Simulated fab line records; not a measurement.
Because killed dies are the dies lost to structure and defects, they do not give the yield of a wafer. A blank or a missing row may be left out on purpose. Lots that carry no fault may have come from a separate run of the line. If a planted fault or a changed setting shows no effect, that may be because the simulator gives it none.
What tool caused it? | flow n5 finfet | 11 lots with 32 wafers sampled at 2 steps, on a route of 1938 steps

WHAT THE GAUGES SHOWED, per wafer
N5_BEOL_M15_OVL_MEAS_29.
lot  | measured     | on         | M15_OVL (nm)
L532 | day 12 15:19 | overlay-01 | 2 10 8
L535 | day 13 14:31 | overlay-01 | 5 9
L539 | day 14 14:49 | overlay-02 | 0 2 -1
L541 | day 15 07:01 | overlay-02 | -2 -10 -5
L546 | day 16 09:28 | overlay-01 | 4 6 2
L547 | day 17 00:07 | overlay-01 | 11 6 14
L545 | day 17 00:30 | overlay-01 | 8 1 6
L551 | day 17 10:11 | overlay-02 | 6 2 6
L552 | day 18 06:25 | overlay-02 | -4 0 -9
L553 | day 18 07:28 | overlay-02 | 4 -2 -1
L555 | day 19 12:54 | overlay-02 | 7 6 4

WHICH TOOL RAN EACH LOT (tool, then ch and the chambers of the sampled wafers, then the start)
lot  | N5_BEOL_M15_STRIP_64
L532 | rie diel-05 ch 2,3, day 12 15:19 or earlier
L535 | rie diel-02 ch 2,3, day 13 14:31 or earlier
L539 | rie diel-05 ch 1,2, day 14 14:49 or earlier
L541 | rie diel-06 ch 0,1,3, day 15 07:01 or earlier
L546 | rie diel-05 ch 0,2,3, day 16 09:28 or earlier
L547 | rie diel-06 ch 0,1,2, day 17 00:07 or earlier
L545 | rie diel-06 ch 2,3, day 17 00:30 or earlier
L551 | rie diel-02 ch 0,3, day 17 10:11 or earlier
L552 | rie diel-02 ch 0,2,3, day 18 06:25 or earlier
L553 | rie diel-02 ch 2,3, day 18 07:28 or earlier
L555 | rie diel-02 ch 2,3, day 19 12:54 or earlier
- N5_BEOL_M15_STRIP_64: strips in O2.

AS READ BY THE TOOLS THEMSELVES (means over the sampled wafers that have a number; for cases with no such wafer, the mark the record gives instead)
N5_BEOL_M15_STRIP_64.
lot  | tool        | drypump motor current A (A) | oes product au (a.u.) | rf vpp V (V) | showerhead plenum p Torr (Torr) | throttle valve pct (%)
L532 | rie diel-05 | 5.8                         | 0.86                  | 3.2          | 2.11                            | 16.46
L535 | rie diel-02 | 5.8                         | 0.79                  | 3.5          | 2.06                            | 16.59
L539 | rie diel-05 | 6.0                         | 0.76                  | 3.7          | 2.13                            | 16.52
L541 | rie diel-06 | 5.8                         | 0.79                  | 3.5          | 2.08                            | 16.76
L546 | rie diel-05 | 5.5                         | 0.82                  | 3.8          | 2.06                            | 16.51
L547 | rie diel-06 | 5.8                         | 0.78                  | 4.0          | 2.07                            | 16.72
L545 | rie diel-06 | 5.6                         | 0.69                  | 3.7          | 2.16                            | 16.91
L551 | rie diel-02 | 5.4                         | 0.77                  | 4.2          | 2.06                            | 16.65
L552 | rie diel-02 | 5.6                         | 0.72                  | 3.6          | 2.08                            | 16.79
L553 | rie diel-02 | 5.7                         | 0.78                  | 3.9          | 2.04                            | 16.57
L555 | rie diel-02 | 5.8                         | 0.76                  | 4.1          | 2.04                            | 16.62

THE ANSWER, worked out from the rows above alone
Rule: what is usual is taken from the lots themselves. The widest of any qualifying gaps counts: lots, ordered by their means at a reading, are off when they make up no more than a third of the lots, leave a main group of 4 or more, and stand apart from it by 3 or more times the standard deviation of that group's means. Not used: any main group whose means are identical at the precision the tables above print for the reading. Also off: a lot with no number at a reading for which 4 or more lots have one. The other lots that the step has rows for count as sound. First the gauges in route order, then the tools' own readings, where a lot's mean is used as printed above. At the first step where some lot is off, the reading lying furthest off is the one used; lots without a number count as furthest.
Nothing can be told from this: no lot is off at any reading shown.

WHAT WAS PUT IN BY THE SIMULATOR
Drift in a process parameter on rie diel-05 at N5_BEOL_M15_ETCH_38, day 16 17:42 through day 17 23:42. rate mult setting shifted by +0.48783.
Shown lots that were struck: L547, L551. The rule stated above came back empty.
